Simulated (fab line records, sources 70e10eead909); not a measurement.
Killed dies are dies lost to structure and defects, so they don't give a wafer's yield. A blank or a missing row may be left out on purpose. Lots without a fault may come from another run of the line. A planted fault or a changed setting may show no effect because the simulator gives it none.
fab line records | flow nand_harc
record lots=24 wafers=72 last_day=33
route steps=1302 shown P_M1@312 P_M2@332 P_BONDPAD@364 A_ONON_D1@433
lots that met no fault: from a run of the same line without faults
start_h: hours from the record's first day to the start of the lot's first wafer shown | wait_h: hours since the lot's step before | " the same as in the row above | L1.1+2: a row that stands for several wafers | - no value, or no start given | * or withheld: withheld | < > ~ a bound
route shown NAME@n: a module of which the file shows steps, and the number in the route of the first | usual: mean/standard deviation of fault-free wafers | same: alike in all rows | chamber/n: place in a boat | sites: the reading at each site | _std_site: their standard deviation | _edge_site: outer sites' mean less inner sites' | radius_mm: how far each site lies from the wafer's centre | mask NAME#n: copy n | behind: the tool/chamber that last shaped the wafer | hold: why the lot was held/for how many hours/how that ended | device: the transistor (n, p or np) that didn't switch | end of line: the same wafers' tests at the end of the route | a step without rows: its recipe alone | killed: dies lost to structure and defects at the first sort, not the wafer's yield | map: a wafer's dies, x killed, . not, _ none there
set.NAME: the setting as run; set.NAME@STEP: as run at that earlier step | model.NAME: the simulator's own value behind a step, which no gauge read
steps of the route over a sample of lots; a table a step, a row a wafer
services: from which hour (start_h, from the record's first day; less than 0 if before it) a tool's chamber was out of use, for how many hours, and why
## steps
# step NHARC_P_M1_THK_MEAS_24
# recipe thk_meas_gauge=xrf
# usual thk_nm=157.6/1.8
# columns lot.wafer tool chamber start_h wait_h thk_nm
L074.1 film_metro-02 - 122.15 - 159.6
L074.3 " - " " 157.9
L074.5 " - " " 158.2
L075.2 film_metro-02 - 144.07 - 158.2
L075.3 " - " " 154.9
L075.4 " - " " 157.2
L076.1 film_metro-02 - 152.22 - 157.8
L076.3 " - " " 157.7
L076.4 " - " " 160.6
L077.1 film_metro-02 - 158.83 - 155.8
L077.2 " - " " 154.1
L077.6 " - " " 160.6
L078.2 film_metro-01 - 171.11 - 156.2
L078.4 " - " " 155.0
L078.6 " - " " 157.7
L079.3 film_metro-02 - 182.18 - 158.3
L079.5 " - " " 154.5
L079.6 " - " " 156.6
L080.1 film_metro-01 - 184.39 - 160.0
L080.4 " - " " 157.3
L080.5 " - " " 158.1
L081.2 film_metro-02 - 197.71 - 153.7
L081.3 " - " " 156.3
L081.6 " - " " 156.4
L082.1 film_metro-02 - 207.56 - 158.4
L082.4 " - " " 157.0
L082.5 " - " " 156.8
L083.1 film_metro-01 - 220.72 - 155.3
L083.3 " - " " 155.3
L083.5 " - " " 156.7
L084.1 film_metro-02 - 231.20 - 157.0
L084.3 " - " " 158.4
L084.5 " - " " 156.1
L085.2 film_metro-01 - 240.13 - 158.8
L085.3 " - " " 155.1
L085.6 " - " " 156.2
L086.1 film_metro-02 - 243.89 - 157.4
L086.3 " - " " 157.1
L086.4 " - " " 157.9
L087.1 film_metro-01 - 257.95 - 157.1
L087.2 " - " " 156.6
L087.6 " - " " 160.5
L088.1 film_metro-01 - 280.50 - 159.2
L088.3 " - " " 158.4
L088.5 " - " " 158.8
L089.3 film_metro-01 - 281.60 - 156.9
L089.5 " - " " 156.3
L089.6 " - " " 162.8
L090.1 film_metro-01 - 298.94 - 158.9
L090.2 " - " " 157.9
L090.4 " - " " 156.8
L091.4 film_metro-01 - 304.65 - 157.4
L091.5 " - " " 158.0
L091.6 " - " " 159.9
L092.4 film_metro-01 - 305.31 - 157.4
L092.5 " - " " 157.9
L092.6 " - " " 159.8
L093.1 film_metro-01 - 323.12 - 157.9
L093.4 " - " " 157.9
L093.5 " - " " 154.9
L094.1 film_metro-02 - 323.52 - 156.5
L094.4 " - " " 159.3
L094.5 " - " " 155.5
L095.1 film_metro-01 - 333.37 - 162.1
L095.3 " - " " 157.7
L095.5 " - " " 159.1
L096.1 film_metro-01 - 343.57 - 157.8
L096.4 " - " " 159.6
L096.6 " - " " 160.7
L097.1 film_metro-01 - 362.48 - 157.5
L097.3 " - " " 159.6
L097.4 " - " " 158.0
# step NHARC_P_M2_ETCH_35
# recipe target_depth_a=400 overetch_a=120 time_s=43.94 ion_energy_ev=200 n2_flow_sccm=150 h2_flow_sccm=150 ar_flow_sccm=0 rf_w=400 bias_w=150 chemistry=N2/H2
# usual drypump_motor_current_A=5.7/0.55 oes_product_au=0.999/0.013 rf_vpp_V=432.4/2.4 showerhead_plenum_p_Torr=2.11/0.078 throttle_valve_pct=14.171/0.0085
# columns lot.wafer tool chamber start_h wait_h drypump_motor_current_A oes_product_au rf_hours_counter_h rf_vpp_V showerhead_plenum_p_Torr throttle_valve_pct
L074.1 rie_diel-10 3 123.86 0.1 6.4 0.993 3.1 434.2 2.14 14.177
L074.3 " 1 " " 5.4 0.977 2.4 428.9 2.02 14.174
L074.5 " 2 " " 5.7 0.990 - 429.6 1.97 14.187
L075.3 rie_diel-04 0 145.78 0.1 5.4 0.995 7.2 436.5 2.20 14.163
L075.2 " 2 " " 5.8 1.026 7.9 433.9 2.17 14.171
L075.4 " 0 " " 5.4 1.004 - 434.8 2.20 14.163
L076.1 rie_diel-11 0 154.04 0.1 5.6 0.983 3.5 431.6 2.06 14.176
L076.3 " 1 " " 4.9 0.989 2.8 431.3 2.11 14.170
L076.4 " 2 " " 6.6 0.990 - 429.8 2.00 14.177
L077.1 rie_diel-04 3 160.77 0.1 6.3 0.997 10.6 434.0 2.17 14.167
L077.2 " 0 " " 5.4 1.006 10.1 435.1 2.20 14.158
L077.6 " 3 " " 6.3 1.002 - 435.3 2.17 14.154
L078.4 rie_diel-11 2 173.61 0.1 6.6 0.987 3.6 429.1 2.00 14.177
L078.2 " 3 " " 5.5 1.012 3.7 434.7 2.18 14.178
L078.6 " 2 " " 6.6 0.983 - 428.7 2.00 14.184
L079.3 rie_diel-11 3 184.03 0.1 5.5 1.003 3.9 435.3 2.18 14.172
L079.5 " 1 " " 4.9 0.986 - 431.9 2.11 14.179
L079.6 " 2 " " 6.6 1.001 - 429.8 2.00 14.164
L080.1 rie_diel-10 2 186.21 0.1 5.7 0.992 5.1 428.0 1.97 14.181
L080.4 " 0 " " 5.6 0.999 5.8 432.3 2.10 14.155
L080.5 " 2 " " 5.7 0.989 - 427.8 1.97 14.176
L081.2 rie_diel-04 0 199.55 0.1 5.4 0.992 1.4 435.8 2.20 14.168
L081.3 " 1 " " 4.7 0.981 1.5 434.8 2.19 14.173
L081.6 " 3 " " 6.3 1.000 - 433.5 2.17 14.165
L082.4 rie_diel-10 2 209.26 0.1 5.7 0.993 5.7 428.5 1.97 14.174
L082.1 " 3 " " 6.3 1.001 6.4 433.7 2.14 14.165
L082.5 " 2 " " 5.7 1.001 - 430.4 1.97 14.176
L083.1 rie_diel-11 1 222.41 0.1 4.9 0.987 5.9 431.4 2.11 14.161
L083.3 " 0 " " 5.6 0.995 6.5 430.3 2.06 14.161
L083.5 " 1 " " 4.9 0.991 - 433.2 2.11 14.178
L084.1 rie_diel-10 2 233.06 0.1 5.7 0.989 7.1 430.5 1.97 14.171
L084.3 " 0 " " 5.6 0.994 7.6 431.5 2.10 14.176
L084.5 " 2 " " 5.7 0.994 - 427.4 1.97 14.164
L085.2 rie_diel-11 0 241.84 0.1 5.6 0.999 7.7 431.6 2.06 14.177
L085.3 " 1 " " 4.9 0.999 6.6 431.3 2.11 14.164
L085.6 " 2 " " 6.6 1.000 - 428.6 2.00 14.161
L086.3 rie_diel-04 0 245.88 0.1 5.4 1.005 4.8 435.3 2.20 14.172
L086.4 " 1 " " 4.7 0.974 4.4 436.5 2.19 14.177
L086.1 " 2 " " 5.8 0.983 3.9 434.7 2.16 14.159
L087.2 rie_diel-04 1 260.44 0.6 4.7 0.980 5.0 434.5 2.19 14.178
L087.1 " 2 " " 5.8 0.988 4.4 433.6 2.16 14.181
L087.6 " 0 " " 5.4 1.012 - 435.1 2.20 14.169
L088.1 rie_diel-10 3 282.44 0.1 6.4 0.999 1.9 434.1 2.14 14.172
L088.3 " 0 " " 5.6 1.006 1.8 431.4 2.10 14.168
L088.5 " 0 " " 5.6 1.020 - 433.5 2.10 14.178
L089.3 rie_diel-10 3 283.42 0.1 6.4 1.008 2.0 433.4 2.14 14.179
L089.6 " 2 " " 5.7 1.007 - 427.7 1.97 14.174
L089.5 " 3 " " 6.4 1.006 - 433.0 2.14 14.174
L090.1 rie_diel-10 1 300.76 0.1 5.4 0.995 3.1 430.5 2.02 14.163
L090.2 " 2 " " 5.7 1.009 2.9 429.3 1.97 14.182
L090.4 " 0 " " 5.6 1.013 3.7 432.4 2.10 14.163
L091.4 rie_diel-10 3 306.48 0.1 6.4 0.992 4.2 434.9 2.14 14.162
L091.6 " 0 " " 5.6 1.008 - 432.0 2.10 14.166
L091.5 " 1 " " 5.4 0.995 - 430.0 2.02 14.183
L092.4 rie_diel-11 2 307.17 0.1 6.5 0.997 2.7 430.2 1.99 14.159
L092.5 " 1 " " 4.9 1.015 - 432.1 2.11 14.162
L092.6 " 2 " " 6.6 0.989 - 429.1 1.99 14.173
L093.4 rie_diel-04 0 324.87 0.1 5.4 1.024 10.5 435.5 2.20 14.164
L093.1 " 2 " " 5.9 0.995 9.0 433.9 2.16 14.175
L093.5 " 0 " " 5.4 1.023 - 434.9 2.20 14.183
L094.4 rie_diel-04 2 325.32 0.1 5.8 0.990 9.1 434.0 2.16 14.171
L094.1 " 1 " " 4.7 0.972 9.3 435.5 2.19 14.177
L094.5 " 2 " " 5.8 0.996 - 432.2 2.16 14.170
L095.3 rie_diel-04 2 335.08 0.1 5.8 1.003 9.2 434.6 2.16 14.162
L095.1 " 3 " " 6.3 0.999 10.5 434.0 2.17 14.172
L095.5 " 1 " " 4.7 0.972 - 434.4 2.19 14.165
L096.4 rie_diel-11 3 345.40 0.1 5.5 1.027 4.0 433.4 2.18 14.162
L096.1 " 0 " " 5.6 1.013 3.1 430.7 2.06 14.175
L096.6 " 3 " " 5.5 1.036 - 434.5 2.18 14.172
L097.3 rie_diel-04 3 364.31 0.1 6.3 1.009 0.0 434.1 2.17 14.184
L097.4 " 0 " " 5.4 1.020 0.0 433.9 2.20 14.183
L097.1 " 2 " " 5.8 1.020 0.0 433.2 2.16 14.175
# step NHARC_P_M2_STRIP_18
# recipe power_w=1000 n2_flow_sccm=150 h2_flow_sccm=150 ar_flow_sccm=0 bias_w=0 chemistry=N2/H2
# usual drypump_motor_current_A=5.7/0.54 oes_product_au=0.999/0.013 rf_vpp_V=91.2/0.82 showerhead_plenum_p_Torr=2.11/0.076 throttle_valve_pct=14.170/0.0099
# columns lot.wafer tool chamber start_h wait_h drypump_motor_current_A oes_product_au rf_hours_counter_h rf_vpp_V showerhead_plenum_p_Torr throttle_valve_pct
L074.3 rie_diel-04 3 124.18 0.1 6.3 1.028 6.9 91.3 2.17 14.167
L074.1 " 0 " " 5.4 0.994 6.4 91.3 2.20 14.162
L074.5 " 3 " " 6.3 1.009 - 92.0 2.17 14.164
L075.4 rie_diel-11 0 146.11 0.1 5.6 0.985 2.4 90.8 2.06 14.165
L075.2 " 1 " " 4.9 1.001 1.8 91.1 2.11 14.176
L075.3 " 2 " " 6.6 0.996 1.9 89.9 2.00 14.162
L076.1 rie_diel-04 2 154.41 0.1 5.8 1.032 9.1 92.3 2.17 14.173
L076.3 " 3 " " 6.3 1.002 8.9 90.8 2.17 14.173
L076.4 " 2 " " 5.8 1.028 - 90.8 2.17 14.171
L077.1 rie_diel-04 0 161.08 0.1 5.4 1.004 10.2 91.3 2.20 14.169
L077.2 " 2 " " 5.9 1.023 10.9 91.9 2.17 14.163
L077.6 " 0 " " 5.4 1.005 - 91.5 2.20 14.170
L078.2 rie_diel-11 2 173.93 0.1 6.6 0.987 3.6 91.3 2.00 14.158
L078.4 " 3 " " 5.5 1.009 3.8 91.7 2.18 14.189
L078.6 " 2 " " 6.6 0.996 - 90.8 2.00 14.168
L079.3 rie_diel-11 2 184.34 0.1 6.6 0.987 3.8 90.3 2.00 14.158
L079.6 " 1 " " 4.9 0.991 - 90.1 2.11 14.183
L079.5 " 2 " " 6.6 0.995 - 92.6 2.00 14.168
L080.1 rie_diel-11 1 186.53 0.1 4.9 1.000 3.4 91.1 2.11 14.159
L080.4 " 3 " " 5.5 1.017 4.0 91.7 2.18 14.165
L080.5 " 0 " " 5.7 0.997 - 89.9 2.06 14.176
L081.2 rie_diel-11 3 199.86 0.1 5.5 1.014 5.6 90.4 2.18 14.159
L081.3 " 1 " " 4.9 0.986 5.0 92.4 2.11 14.171
L081.6 " 2 " " 6.6 0.993 - 91.1 2.00 14.174
L082.1 rie_diel-04 1 209.58 0.1 4.7 0.988 2.3 92.6 2.19 14.169
L082.4 " 3 " " 6.3 1.000 2.1 91.2 2.17 14.193
L082.5 " 1 " " 4.7 0.989 - 91.4 2.19 14.163
L083.3 rie_diel-10 3 222.73 0.1 6.4 0.987 7.4 91.7 2.14 14.172
L083.1 " 0 " " 5.6 0.988 7.3 91.9 2.10 14.165
L083.5 " 2 " " 5.7 0.996 - 89.4 1.97 14.172
L084.3 rie_diel-04 2 233.41 0.1 5.8 1.006 3.3 91.2 2.16 14.159
L084.1 " 0 " " 5.4 1.006 4.0 90.7 2.20 14.173
L084.5 " 2 " " 5.9 0.991 - 91.7 2.16 14.167
L085.2 rie_diel-10 3 242.19 0.1 6.4 0.981 7.9 89.9 2.14 14.170
L085.3 " 1 " " 5.4 0.977 7.3 90.0 2.02 14.180
L085.6 " 3 " " 6.4 0.994 - 90.5 2.14 14.167
L086.3 rie_diel-04 1 246.18 0.1 4.7 0.978 4.4 91.7 2.19 14.161
L086.1 " 2 " " 5.8 0.988 3.9 90.4 2.16 14.189
L086.4 " 0 " " 5.4 1.002 4.9 91.0 2.20 14.181
L087.1 rie_diel-10 3 260.77 0.1 6.4 0.998 0.4 91.4 2.14 14.183
L087.2 " 0 " " 5.6 1.014 0.6 91.4 2.10 14.144
L087.6 " 1 " " 5.4 0.994 - 91.7 2.02 14.177
L088.3 rie_diel-10 3 282.73 0.1 6.4 1.006 2.0 90.2 2.14 14.172
L088.1 " 1 " " 5.4 0.992 1.9 91.9 2.02 14.165
L088.5 " 0 " " 5.6 1.018 - 91.1 2.10 14.165
L089.3 rie_diel-04 0 283.70 0.1 5.4 1.014 6.7 90.8 2.20 14.163
L089.6 " 0 " " 5.4 1.004 - 92.0 2.20 14.149
L089.5 " 1 " " 4.7 0.983 - 91.2 2.19 14.162
L090.4 rie_diel-11 0 301.06 0.1 5.6 1.023 1.8 89.8 2.06 14.158
L090.2 " 2 " " 6.6 0.989 2.5 89.9 1.99 14.145
L090.1 " 3 " " 5.5 1.009 2.4 92.7 2.18 14.164
L091.4 rie_diel-04 0 306.81 0.1 5.4 1.012 8.3 92.3 2.20 14.165
L091.6 " 2 " " 5.8 0.991 - 92.3 2.16 14.170
L091.5 " 3 " " 6.3 1.000 - 92.5 2.17 14.156
L092.4 rie_diel-10 3 307.51 0.1 6.4 0.987 4.2 93.1 2.14 14.178
L092.6 " 1 " " 5.4 0.992 - 91.3 2.02 14.177
L092.5 " 2 " " 5.7 0.994 - 90.7 1.97 14.168
L093.1 rie_diel-10 3 325.17 0.1 6.4 0.987 4.7 91.2 2.14 14.156
L093.4 " 0 " " 5.6 1.013 4.9 91.7 2.10 14.165
L093.5 " 0 " " 5.6 1.011 - 91.9 2.10 14.164
L094.1 rie_diel-11 3 325.61 0.1 5.5 1.008 3.1 92.5 2.18 14.187
L094.4 " 0 " " 5.6 1.005 2.4 90.1 2.06 14.168
L094.5 " 0 " " 5.6 1.007 - 91.6 2.06 14.167
L095.3 rie_diel-11 1 335.37 0.1 5.0 1.000 4.3 90.9 2.11 14.182
L095.1 " 3 " " 5.5 1.021 3.8 91.2 2.18 14.172
L095.5 " 1 " " 4.9 0.990 - 92.1 2.11 14.163
L096.4 rie_diel-11 0 345.71 0.1 5.6 1.003 3.1 90.1 2.06 14.173
L096.1 " 1 " " 4.9 0.999 4.6 90.8 2.11 14.156
L096.6 " 3 " " 5.5 1.017 - 90.0 2.18 14.172
L097.4 rie_diel-10 3 364.60 0.1 6.4 0.988 6.2 90.7 2.14 14.177
L097.1 " 0 " " 5.6 1.020 6.3 92.5 2.10 14.175
L097.3 " 2 " " 5.7 1.012 5.0 90.4 1.97 14.183
# step NHARC_P_BONDPAD_CD_MEAS_09
# recipe target_cd_nm=500 landing_energy_ev=500
# usual cd_nm=499.4/2.6
# columns lot.wafer tool chamber start_h wait_h cd_nm
L074.1 cd_sem-03 0 128.08 - 497.8
L074.3 " 0 " " 495.7
L074.5 " 0 " " 499.6
L075.2 cd_sem-01 0 150.13 - 500.1
L075.3 " 0 " " 498.2
L075.4 " 0 " " 495.1
L076.1 cd_sem-02 0 158.46 - 500.6
L076.3 " 0 " " 497.3
L076.4 " 0 " " 494.7
L077.1 cd_sem-01 0 165.19 - 501.8
L077.2 " 0 " " 498.1
L077.6 " 0 " " 498.7
L078.2 cd_sem-03 0 178.17 - 496.0
L078.4 " 0 " " 500.0
L078.6 " 0 " " 497.9
L079.3 cd_sem-02 0 188.30 - 500.9
L079.5 " 0 " " 497.5
L079.6 " 0 " " 503.8
L080.1 cd_sem-03 0 190.35 - 496.8
L080.4 " 0 " " 502.0
L080.5 " 0 " " 502.5
L081.2 cd_sem-01 0 203.83 - 500.4
L081.3 " 0 " " 496.6
L081.6 " 0 " " 499.6
L082.1 cd_sem-03 0 213.57 - 496.7
L082.4 " 0 " " 500.2
L082.5 " 0 " " 496.6
L083.1 cd_sem-02 0 226.60 - 496.5
L083.3 " 0 " " 501.6
L083.5 " 0 " " 503.1
L084.1 cd_sem-02 0 237.26 - 502.2
L084.3 " 0 " " 502.0
L084.5 " 0 " " 501.8
L085.2 cd_sem-02 0 246.13 - 499.5
L085.3 " 0 " " 497.6
L085.6 " 0 " " 496.9
L086.1 cd_sem-03 0 250.03 - 502.7
L086.3 " 0 " " 498.8
L086.4 " 0 " " 496.2
L087.1 cd_sem-03 0 264.56 - 498.3
L087.2 " 0 " " 496.4
L087.6 " 0 " " 496.0
L088.1 cd_sem-03 0 286.71 - 501.9
L088.3 " 0 " " 498.5
L088.5 " 0 " " 503.8
L089.3 cd_sem-01 0 287.69 - 501.7
L089.5 " 0 " " 501.9
L089.6 " 0 " " 502.4
L090.1 cd_sem-03 0 305.07 - 498.2
L090.2 " 0 " " 497.7
L090.4 " 0 " " 498.7
L091.4 cd_sem-03 0 310.73 - 495.0
L091.5 " 0 " " 500.2
L091.6 " 0 " " 499.7
L092.4 cd_sem-03 0 311.43 - 500.3
L092.5 " 0 " " 500.2
L092.6 " 0 " " 495.6
L093.1 cd_sem-03 0 329.13 - 502.5
L093.4 " 0 " " 504.2
L093.5 " 0 " " 498.1
L094.1 cd_sem-01 0 329.58 - 502.7
L094.4 " 0 " " 501.6
L094.5 " 0 " " 504.6
L095.1 cd_sem-03 0 339.42 - 499.3
L095.3 " 0 " " 497.7
L095.5 " 0 " " 497.9
L096.1 cd_sem-03 0 349.70 - 499.9
L096.4 " 0 " " 504.4
L096.6 " 0 " " 498.7
L097.1 cd_sem-03 0 368.44 - 497.7
L097.3 " 0 " " 498.3
L097.4 " 0 " " 497.3
# step NHARC_P_BONDPAD_OVL_MEAS_38
# usual overlay_x_nm=1/6.7 overlay_y_nm=0/6.5
# columns lot.wafer tool chamber start_h wait_h overlay_x_nm overlay_y_nm
L074.1 overlay-01 - 128.17 - 4 -6
L074.3 " - " " 4 -5
L074.5 " - " " 4 -6
L075.2 overlay-01 - 150.22 - 7 2
L075.3 " - " " 7 2
L075.4 " - " " 7 2
L076.1 overlay-02 - 158.55 - 6 -8
L076.3 " - " " 7 -8
L076.4 " - " " 6 -8
L077.1 overlay-01 - 165.28 - -1 11
L077.2 " - " " -1 11
L077.6 " - " " -1 11
L078.2 overlay-01 - 178.25 - -6 1
L078.4 " - " " -7 0
L078.6 " - " " -7 1
L079.3 overlay-02 - 188.39 - -1 -4
L079.5 " - " " -1 -4
L079.6 " - " " -1 -4
L080.1 overlay-01 - 190.44 - -7 6
L080.4 " - " " -6 5
L080.5 " - " " -6 6
L081.2 overlay-02 - 203.92 - 10 -17
L081.3 " - " " 10 -17
L081.6 " - " " 10 -17
L082.1 overlay-01 - 213.66 - -6 12
L082.4 " - " " -7 12
L082.5 " - " " -7 12
L083.1 overlay-02 - 226.69 - 7 0
L083.3 " - " " 8 0
L083.5 " - " " 7 1
L084.1 overlay-02 - 237.35 - -8 -1
L084.3 " - " " -8 -1
L084.5 " - " " -8 -1
L085.2 overlay-02 - 246.22 - -1 0
L085.3 " - " " -1 -1
L085.6 " - " " 0 0
L086.1 overlay-02 - 250.11 - 0 8
L086.3 " - " " -1 8
L086.4 " - " " -1 8
L087.1 overlay-01 - 264.65 - 3 -3
L087.2 " - " " 2 -3
L087.6 " - " " 3 -3
L088.1 overlay-01 - 286.80 - -6 -9
L088.3 " - " " -5 -8
L088.5 " - " " -6 -9
L089.3 overlay-02 - 287.78 - 18 -1
L089.5 " - " " 19 -1
L089.6 " - " " 17 -1
L090.1 overlay-02 - 305.16 - -8 5
L090.2 " - " " -7 5
L090.4 " - " " -8 5
L091.4 overlay-02 - 310.81 - 8 6
L091.5 " - " " 7 5
L091.6 " - " " 8 6
L092.4 overlay-01 - 311.51 - -9 -1
L092.5 " - " " -8 -1
L092.6 " - " " -9 -1
L093.1 overlay-02 - 329.22 - 8 6
L093.4 " - " " 8 6
L093.5 " - " " 8 6
L094.1 overlay-01 - 329.67 - 1 -7
L094.4 " - " " 1 -8
L094.5 " - " " 1 -7
L095.1 overlay-01 - 339.50 - -3 0
L095.3 " - " " -3 1
L095.5 " - " " -2 0
L096.1 overlay-02 - 349.79 - 3 0
L096.4 " - " " 3 0
L096.6 " - " " 3 0
L097.1 overlay-01 - 368.52 - 5 2
L097.3 " - " " 5 2
L097.4 " - " " 5 2
# step NHARC_A_ONON_D1_THK_MEAS_14
# recipe thk_meas_gauge=ellipsometry
# usual thk_nm=999/6.9
# columns lot.wafer tool chamber start_h wait_h thk_nm
L074.1 film_metro-02 - 155.94 - 1000
L074.3 " - " " 1000
L074.5 " - " " 1000
L075.2 film_metro-01 - 180.41 - 1008
L075.3 " - " " 1007
L075.4 " - " " 1007
L076.1 film_metro-02 - 188.22 - 986
L076.3 " - " " 990
L076.4 " - " " 986
L077.1 film_metro-01 - 197.46 - 988
L077.2 " - " " 988
L077.6 " - " " 987
L078.2 film_metro-01 - 210.10 - 991
L078.4 " - " " 992
L078.6 " - " " 993
L079.3 film_metro-01 - 216.75 - 1000
L079.5 " - " " 999
L079.6 " - " " 999
L080.1 film_metro-02 - 216.78 - 1002
L080.4 " - " " 1002
L080.5 " - " " 1001
L081.2 film_metro-02 - 232.81 - 998
L081.3 " - " " 997
L081.6 " - " " 998
L082.1 film_metro-01 - 241.81 - 997
L082.4 " - " " 996
L082.5 " - " " 999
L083.1 film_metro-02 - 258.47 - 1000
L083.3 " - " " 1001
L083.5 " - " " 1001
L084.1 film_metro-01 - 269.23 - 999
L084.3 " - " " 1000
L084.5 " - " " 998
L085.2 film_metro-01 - 276.47 - 1000
L085.3 " - " " 1002
L085.6 " - " " 1001
L086.1 film_metro-01 - 276.81 - 1000
L086.3 " - " " 1003
L086.4 " - " " 1003
L087.1 film_metro-02 - 293.22 - 1006
L087.2 " - " " 1004
L087.6 " - " " 1005
L088.1 film_metro-01 - 316.88 - 996
L088.3 " - " " 996
L088.5 " - " " 996
L089.3 film_metro-02 - 316.92 - 997
L089.5 " - " " 997
L089.6 " - " " 997
L090.1 film_metro-01 - 334.89 - 999
L090.2 " - " " 1000
L090.4 " - " " 1000
L091.4 film_metro-01 - 343.08 - 991
L091.5 " - " " 993
L091.6 " - " " 990
L092.4 film_metro-02 - 343.11 - 1011
L092.5 " - " " 1010
L092.6 " - " " 1009
L094.1 film_metro-02 - 360.07 - 992
L094.4 " - " " 990
L094.5 " - " " 990
L093.1 film_metro-02 - 360.25 - 992
L093.4 " - " " 992
L093.5 " - " " 992
L095.1 film_metro-01 - 368.62 - 991
L095.3 " - " " 989
L095.5 " - " " 990
L096.1 film_metro-01 - 377.82 - 1012
L096.4 " - " " 1013
L096.6 " - " " 1014
L097.1 film_metro-01 - 397.13 - 1007
L097.3 " - " " 1008
L097.4 " - " " 1007
## services
# columns tool chamber start_h hours kind
rie_diel-11 2 100.91 7.7 repair
rie_diel-04 0 107.90 - clean
rie_diel-04 1 107.90 - clean
rie_diel-04 2 107.90 - clean
rie_diel-04 3 107.90 - clean
rie_diel-04 1 123.77 11.1 repair
rie_diel-04 0 132.40 - clean
rie_diel-04 2 132.40 - clean
rie_diel-04 1 144.64 26.8 repair
rie_diel-11 3 152.50 3.1 repair
rie_diel-10 - 161.98 0.4 repair
rie_diel-11 - 167.54 1.1 repair
rie_diel-10 1 171.41 4.2 repair
rie_diel-04 - 177.90 9.0 pm
rie_diel-11 1 179.31 1.3 repair
rie_diel-04 - 227.89 0.5 repair
rie_diel-10 - 229.64 0.7 repair
rie_diel-10 1 231.08 2.6 repair
rie_diel-11 3 240.03 13.1 repair
rie_diel-10 - 242.50 9.0 pm
rie_diel-11 0 249.90 33.1 repair
rie_diel-11 - 255.50 9.0 pm
rie_diel-10 - 264.79 0.2 repair
rie_diel-04 - 354.90 9.0 pm
## key
fault none
